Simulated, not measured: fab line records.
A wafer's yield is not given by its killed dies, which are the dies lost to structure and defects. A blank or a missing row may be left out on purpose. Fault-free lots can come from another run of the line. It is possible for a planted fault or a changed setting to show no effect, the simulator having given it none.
fab line records	flow n5Finfet	part 1 of 2: steps 1 to 3 of 6
record: lots: 21	wafers: 63	lastDay: 18
route steps=1938 shown HKMG_FIN@387
lots that met no fault: taken from a fault-free run of the same line
startH: hours from the record's opening day to when the first of the lot's shown wafers began	waitH: hours elapsed since this lot's preceding step	" same as the row above	L1.1+2: one row covering several wafers at once	- value missing, or start not given	* or withheld: withheld	< > ~ a bound
route shown NAME@n: NAME is a module with steps in the file, n the number in the route of the first one	usual: the fault-free wafers' mean and standard deviation	same: alike in all rows	chamber/n: place in a boat	sites: per-site readings	_std_site: the values' standard deviation	_edge_site: inner sites' mean taken away from outer sites' mean	radiusMm: how far each site lies from the wafer's centre	mask NAME#n: copy n	behind: the most recent tool/chamber to have shaped the wafer	hold: the reason the lot was held/the length of the hold in hours/how it ended	device: which transistor (n, p or np) failed to switch	end of line: the same wafers' tests at the end of the route	step lacking rows: just its recipe	killed: not the wafer's yield, but the dies lost to structure and defects at the first sort	map: the dies of a wafer, with x for killed, . for not killed, _ for no die there
set.NAME: the setting the step ran with; set.NAME@STEP: the setting that earlier step ran with	model.NAME: the simulator's own value behind a step, which no gauge read
a sample of lots followed through the steps of the route, with each step as a table and each wafer as a row
services: the hour from which a tool's chamber was out of use, counted from the record's first day as startH (under 0 if before that day), plus the number of hours and why
== steps ==
step: N5_HKMG_FIN_HK_ANNEAL_02
recipe: tempC: 700	timeS: 30	ambient: N2	idleTempC: 600	rampUpCPerS: 150	rampDownCPerS: 60	coolToC: 600
usual: lampPowerPct: 8.79/0.057	wafer_temp_C_max: 703.0/0.7
lot.wafer	tool	chamber	startH	waitH	lampPowerPct	wafer_temp_C_max
L074.1	rtpAnneal-02	0	74.49	0.1	8.83	703.6
L074.3	"	0	"	"	8.71	702.4
L074.4	"	0	"	"	8.88	702.2
L075.2	rtpAnneal-02	0	77.26	0.1	8.83	703.7
L075.5	"	0	"	"	8.83	702.3
L075.6	"	0	"	"	8.77	703.0
L076.1	rtpAnneal-01	0	82.11	0.1	8.73	703.0
L076.2	"	0	"	"	8.80	702.0
L076.4	"	0	"	"	8.77	702.7
L077.1	rtpAnneal-02	0	88.81	0.3	8.71	703.5
L077.4	"	0	"	"	8.86	702.2
L077.5	"	0	"	"	8.79	703.0
L078.3	rtpAnneal-01	0	95.42	0.2	8.85	703.9
L078.4	"	0	"	"	8.78	702.8
L078.5	"	0	"	"	8.88	702.4
L080.2	rtpAnneal-01	0	109.60	0.1	8.85	703.4
L080.5	"	0	"	"	8.74	702.1
L080.6	"	0	"	"	8.83	702.7
L081.1	rtpAnneal-01	0	113.73	0.3	8.73	702.4
L081.3	"	0	"	"	8.77	701.9
L081.4	"	0	"	"	8.76	702.9
L082.2	rtpAnneal-02	0	119.82	0.1	8.70	703.4
L082.4	"	0	"	"	8.77	704.6
L082.5	"	0	"	"	8.68	702.5
L083.1	rtpAnneal-02	0	128.12	0.1	8.63	703.7
L083.4	"	0	"	"	8.74	702.1
L083.5	"	0	"	"	8.93	704.8
L084.1	rtpAnneal-02	0	133.30	0.1	8.71	702.9
L084.5	"	0	"	"	8.78	702.7
L084.6	"	0	"	"	8.79	702.9
L086.1	rtpAnneal-02	0	145.22	0.1	8.81	703.8
L086.3	"	0	"	"	8.77	703.1
L086.5	"	0	"	"	8.78	702.4
L087.1	rtpAnneal-02	0	152.15	0.1	8.77	702.2
L087.5	"	0	"	"	8.79	702.8
L087.6	"	0	"	"	8.77	703.1
L089.1	rtpAnneal-01	0	161.53	0.1	8.76	702.7
L089.4	"	0	"	"	8.74	702.8
L089.5	"	0	"	"	8.82	701.8
L090.2	rtpAnneal-01	0	167.82	0.1	8.68	702.2
L090.3	"	0	"	"	8.73	703.0
L090.5	"	0	"	"	8.69	703.2
L092.2	rtpAnneal-01	0	180.56	0.1	8.80	703.3
L092.4	"	0	"	"	8.84	702.1
L092.5	"	0	"	"	8.79	702.9
L093.3	rtpAnneal-01	0	188.75	0.2	8.83	703.3
L093.5	"	0	"	"	8.77	704.5
L093.6	"	0	"	"	8.71	702.3
L094.2	rtpAnneal-01	0	190.82	0.2	8.75	702.0
L094.3	"	0	"	"	8.76	703.6
L094.5	"	0	"	"	8.80	702.5
L095.1	rtpAnneal-02	0	196.80	0.1	8.84	702.3
L095.4	"	0	"	"	8.83	703.6
L095.6	"	0	"	"	8.83	701.8
L096.2	rtpAnneal-01	0	205.51	0.2	8.76	702.4
L096.4	"	0	"	"	8.82	702.6
L096.5	"	0	"	"	8.82	702.0
L097.3	rtpAnneal-02	0	209.60	0.3	8.61	702.2
L097.5	"	0	"	"	8.75	703.0
L097.6	"	0	"	"	8.85	702.8
L091.3	rtpAnneal-02	0	212.26	0.2	8.69	703.2
L091.4	"	0	"	"	8.78	703.0
L091.5	"	0	"	"	8.79	702.8
step: N5_HKMG_FIN_DESCUM_53
recipe: chemistry: O2	timeS: 7.9	sourcePowerW: 50	biasPowerW: 20	pressureMtorr: 20	rfFrequencyHz: 2.712e+07	tempC: 40	resist: CAR-ArF	o2FlowSccm: 225
usual: biasPowerW: 20.01/0.059	drypumpMotorCurrentA: 5.8/0.44	o2FlowSccm: 225.0/0.68	oesProductAu: 0.78/0.065	rfVppV: 243.5/1	showerheadPlenumPTorr: 2.10/0.051	throttleValvePct: 20.46/0.25
lot.wafer	tool	chamber	startH	waitH	biasPowerW	drypumpMotorCurrentA	o2FlowSccm	oesProductAu	rfHoursCounterH	rfVppV	showerheadPlenumPTorr	throttleValvePct
L074.1	rieDiel-01	2	75.59	0.3	20.10	5.6	225.0	0.81	71	240.7	2.04	20.53
L074.3	"	1	"	"	20.12	6.2	225.3	0.90	39	243.3	2.15	20.65
L074.4	"	0	"	"	20.02	5.9	225.2	0.77	133	242.5	2.00	20.11
L075.2	rieDiel-04	1	78.22	0.2	19.92	5.6	224.4	0.86	47	242.8	2.12	20.47
L075.5	"	0	"	"	20.00	5.3	225.4	0.73	-	244.2	2.08	20.32
L075.6	"	3	"	"	20.03	5.6	223.7	0.70	-	243.5	2.17	20.79
L076.1	rieDiel-04	2	82.85	0.0	19.94	6.0	224.9	0.82	61	244.9	2.11	19.99
L076.2	"	3	"	"	19.95	5.6	224.8	0.71	219	244.5	2.16	20.81
L076.4	"	0	"	"	19.96	5.3	225.2	0.73	170	243.8	2.08	20.33
L077.1	rieDiel-01	0	90.02	0.2	20.05	5.9	224.8	0.77	137	241.6	2.00	20.13
L077.4	"	2	"	"	19.96	5.6	223.7	0.81	75	242.2	2.04	20.54
L077.5	"	3	"	"	20.14	6.7	225.3	0.73	-	244.2	2.17	20.69
L078.3	rieDiel-04	0	96.08	0.0	20.00	5.3	226.2	0.73	174	244.5	2.07	20.32
L078.4	"	3	"	"	20.03	5.6	226.0	0.71	225	243.3	2.16	20.81
L078.5	"	0	"	"	19.96	5.3	226.3	0.74	-	242.6	2.07	20.33
L080.2	rieDiel-02	0	110.42	0.0	19.94	6.2	224.3	0.99	0	242.9	2.15	20.30
L080.5	"	0	"	"	20.06	6.1	225.0	0.99	-	243.6	2.15	20.32
L080.6	"	1	"	"	20.04	5.8	225.8	0.78	-	243.2	2.10	20.55
L081.1	rieDiel-01	0	114.45	0.0	19.99	5.9	225.0	0.77	146	242.6	1.99	20.14
L081.3	"	3	"	"	20.12	6.7	226.1	0.72	206	243.8	2.17	20.71
L081.4	"	2	"	"	19.97	5.6	224.4	0.80	83	244.1	2.03	20.54
L082.2	rieDiel-04	2	120.64	0.0	20.05	5.9	225.3	0.82	74	245.1	2.11	20.02
L082.4	"	0	"	"	19.98	5.3	224.8	0.73	183	242.7	2.07	20.35
L082.5	"	3	"	"	19.93	5.6	224.2	0.70	-	244.2	2.16	20.81
L083.1	rieDiel-01	2	128.97	0.0	19.96	5.6	224.9	0.79	88	241.6	2.03	20.58
L083.4	"	0	"	"	19.92	5.9	225.5	0.76	151	242.6	1.99	20.15
L083.5	"	1	"	"	20.00	6.2	224.5	0.88	-	244.7	2.14	20.67
L084.1	rieDiel-04	2	134.16	0.0	19.96	6.0	226.1	0.82	79	244.2	2.10	20.03
L084.5	"	1	"	"	20.10	5.5	225.3	0.83	-	243.2	2.11	20.49
L084.6	"	2	"	"	20.05	6.0	225.9	0.81	-	243.5	2.10	20.01
L086.1	rieDiel-04	0	146.32	0.4	20.01	5.3	224.5	0.72	193	243.5	2.07	20.35
L086.3	"	2	"	"	19.96	6.0	225.4	0.81	83	243.4	2.10	20.04
L086.5	"	1	"	"	19.96	5.5	224.4	0.83	-	243.4	2.11	20.49
L087.1	rieDiel-01	2	153.01	0.0	20.10	5.6	224.9	0.78	96	241.4	2.03	20.58
L087.5	"	0	"	"	20.01	5.9	225.1	0.75	-	241.1	1.99	20.16
L087.6	"	3	"	"	20.05	6.7	225.1	0.71	-	245.5	2.16	20.72
L089.1	rieDiel-02	0	162.37	0.0	20.02	6.2	225.2	0.90	17	244.6	2.15	20.34
L089.4	"	2	"	"	20.05	6.6	225.0	0.75	168	244.1	2.18	20.82
L089.5	"	2	"	"	20.09	6.6	224.5	0.75	-	244.6	2.18	20.84
L090.2	rieDiel-02	3	168.64	0.0	20.06	5.2	225.3	0.72	191	242.0	2.09	20.32
L090.3	"	2	"	"	20.08	6.6	224.3	0.74	170	244.8	2.18	20.83
L090.5	"	3	"	"	19.98	5.2	225.1	0.71	-	242.9	2.09	20.33
L092.2	rieDiel-04	2	181.88	0.7	19.89	5.9	224.5	0.79	98	244.0	2.10	20.05
L092.4	"	0	"	"	20.05	5.3	224.0	0.71	-	241.8	2.06	20.37
L092.5	"	2	"	"	19.98	5.9	223.8	0.80	-	243.6	2.10	20.05
L093.3	rieDiel-04	1	189.51	0.1	20.04	5.6	225.4	0.81	90	243.3	2.10	20.56
L093.5	"	1	"	"	20.06	5.6	225.0	0.81	-	242.2	2.10	20.53
L093.6	"	2	"	"	19.89	5.9	225.9	0.78	-	243.8	2.10	20.04
L094.2	rieDiel-01	3	191.51	0.0	19.97	6.7	224.2	0.71	236	244.9	2.15	20.76
L094.3	"	0	"	"	20.05	5.9	223.9	0.74	176	241.9	1.98	20.18
L094.5	"	3	"	"	20.03	6.7	224.7	0.70	-	243.8	2.15	20.74
L095.1	rieDiel-04	1	197.52	0.0	19.97	5.5	225.9	0.81	94	243.2	2.10	20.53
L095.4	"	1	"	"	20.01	5.5	225.8	0.81	-	244.5	2.10	20.53
L095.6	"	2	"	"	19.95	6.0	225.2	0.78	-	243.4	2.09	20.05
L096.2	rieDiel-02	0	206.20	0.0	20.03	6.2	225.4	0.89	30	242.7	2.14	20.36
L096.4	"	3	"	"	20.04	5.2	226.1	0.70	201	244.0	2.09	20.35
L096.5	"	1	"	"	19.96	5.8	225.1	0.76	-	243.4	2.09	20.60
L097.3	rieDiel-02	1	210.40	0.0	19.98	5.8	225.3	0.76	160	242.5	2.09	20.60
L097.5	"	0	"	"	20.06	6.2	223.8	0.88	-	243.6	2.14	20.36
L097.6	"	1	"	"	20.03	5.8	225.2	0.77	-	242.4	2.09	20.58
L091.3	rieDiel-04	2	212.92	0.0	20.01	6.0	224.4	0.78	113	242.3	2.09	20.09
L091.4	"	0	"	"	19.98	5.3	224.3	0.70	215	244.4	2.06	20.39
L091.5	"	1	"	"	20.05	5.5	225.4	0.80	-	244.9	2.10	20.53
step: N5_HKMG_FIN_ETCH_55
recipe: chemistry: N2/H2	target: SOC	targetDepthA: 2400	tempC: 40	timeS: 300	ionEnergyEv: 200	maskMaterial: SiARC	pressureMtorr: 30	sourceW: 840	biasW: 150	n2FlowSccm: 200	h2FlowSccm: 200
usual: drypumpMotorCurrentA: 5.8/0.44	oesProductAu: 0.78/0.065	rfVppV: 524.3/1.8	showerheadPlenumPTorr: 2.56/0.053	throttleValvePct: 17.86/0.18
lot.wafer	tool	chamber	startH	waitH	drypumpMotorCurrentA	oesProductAu	rfHoursCounterH	rfVppV	showerheadPlenumPTorr	throttleValvePct
L074.1	rieDiel-01	2	75.68	0.0	5.6	0.80	71	522.8	2.48	17.98
L074.3	"	1	"	"	6.2	0.90	39	525.2	2.60	17.98
L074.4	"	0	"	"	5.9	0.75	133	521.2	2.45	17.77
L075.2	rieDiel-04	1	78.31	0.0	5.5	0.88	47	525.1	2.59	17.95
L075.5	"	0	"	"	5.3	0.74	-	522.9	2.54	17.78
L075.6	"	3	"	"	5.6	0.71	-	527.0	2.61	17.97
L076.1	rieDiel-04	2	82.94	0.0	6.0	0.83	61	524.9	2.58	17.51
L076.2	"	3	"	"	5.6	0.72	219	526.8	2.60	17.95
L076.4	"	0	"	"	5.3	0.74	170	525.0	2.54	17.79
L077.1	rieDiel-01	0	90.11	0.0	5.9	0.75	138	520.5	2.45	17.76
L077.4	"	2	"	"	5.6	0.80	75	521.8	2.48	17.99
L077.5	"	3	"	"	6.7	0.72	-	524.3	2.61	17.94
L078.3	rieDiel-04	0	96.17	0.0	5.3	0.73	174	525.1	2.54	17.80
L078.4	"	3	"	"	5.6	0.71	225	527.5	2.60	17.97
L078.5	"	0	"	"	5.3	0.74	-	522.8	2.54	17.80
L080.2	rieDiel-02	0	110.51	0.0	6.2	0.97	1	525.8	2.61	17.58
L080.5	"	0	"	"	6.2	0.97	-	525.5	2.61	17.58
L080.6	"	1	"	"	5.8	0.81	-	522.8	2.53	17.74
L081.1	rieDiel-01	0	114.54	0.0	5.9	0.75	146	520.9	2.44	17.79
L081.3	"	3	"	"	6.7	0.72	206	526.9	2.61	17.95
L081.4	"	2	"	"	5.6	0.79	83	521.5	2.47	18.01
L082.2	rieDiel-04	2	120.73	0.0	6.0	0.81	74	525.2	2.57	17.53
L082.4	"	0	"	"	5.3	0.72	183	522.3	2.53	17.81
L082.5	"	3	"	"	5.6	0.70	-	525.8	2.60	17.98
L083.1	rieDiel-01	2	129.07	0.0	5.6	0.78	89	523.0	2.47	18.03
L083.4	"	0	"	"	5.9	0.74	151	521.3	2.44	17.79
L083.5	"	1	"	"	6.2	0.87	-	524.8	2.59	18.01
L084.1	rieDiel-04	2	134.25	0.0	6.0	0.81	79	524.5	2.57	17.54
L084.5	"	1	"	"	5.6	0.84	-	525.7	2.58	17.97
L084.6	"	2	"	"	6.0	0.81	-	524.6	2.57	17.53
L086.1	rieDiel-04	0	146.41	0.0	5.3	0.72	193	522.4	2.53	17.82
L086.3	"	2	"	"	6.0	0.80	83	525.1	2.57	17.56
L086.5	"	1	"	"	5.5	0.84	-	522.6	2.58	17.97
L087.1	rieDiel-01	2	153.10	0.0	5.6	0.78	96	521.8	2.47	18.05
L087.5	"	0	"	"	5.9	0.74	-	520.5	2.44	17.83
L087.6	"	3	"	"	6.7	0.71	-	526.3	2.60	17.96
L089.1	rieDiel-02	0	162.46	0.0	6.2	0.89	17	524.3	2.60	17.63
L089.4	"	2	"	"	6.6	0.75	169	526.7	2.64	18.20
L089.5	"	2	"	"	6.6	0.75	-	526.4	2.64	18.20
L090.2	rieDiel-02	3	168.73	0.0	5.2	0.71	191	524.1	2.52	17.63
L090.3	"	2	"	"	6.6	0.75	170	526.3	2.64	18.20
L090.5	"	3	"	"	5.2	0.70	-	524.6	2.52	17.62
L092.2	rieDiel-04	2	181.97	0.0	6.0	0.79	98	525.8	2.56	17.57
L092.4	"	0	"	"	5.3	0.71	-	523.0	2.53	17.84
L092.5	"	2	"	"	6.0	0.79	-	525.1	2.56	17.57
L093.3	rieDiel-04	1	189.61	0.0	5.6	0.81	90	524.1	2.57	18.02
L093.5	"	1	"	"	5.6	0.82	-	524.5	2.57	18.01
L093.6	"	2	"	"	6.0	0.78	-	525.4	2.56	17.57
L094.2	rieDiel-01	3	191.60	0.0	6.8	0.70	236	526.3	2.60	17.99
L094.3	"	0	"	"	5.9	0.72	176	519.4	2.43	17.86
L094.5	"	3	"	"	6.7	0.70	-	525.4	2.60	17.99
L095.1	rieDiel-04	1	197.66	0.1	5.6	0.81	94	525.2	2.57	18.03
L095.4	"	1	"	"	5.6	0.82	-	524.3	2.57	18.03
L095.6	"	2	"	"	6.0	0.79	-	524.3	2.56	17.59
L096.2	rieDiel-02	0	206.29	0.0	6.2	0.88	30	525.6	2.59	17.63
L096.4	"	3	"	"	5.2	0.70	201	523.5	2.51	17.65
L096.5	"	1	"	"	5.8	0.77	-	522.9	2.52	17.80
L097.3	rieDiel-02	1	210.50	0.0	5.9	0.77	160	524.4	2.52	17.79
L097.5	"	0	"	"	6.2	0.87	-	522.2	2.59	17.65
L097.6	"	1	"	"	5.9	0.77	-	523.4	2.52	17.80
L091.3	rieDiel-04	2	213.01	0.0	6.0	0.78	113	524.5	2.55	17.60
L091.4	"	0	"	"	5.3	0.70	215	523.9	2.52	17.88
L091.5	"	1	"	"	5.6	0.81	-	524.6	2.57	18.05
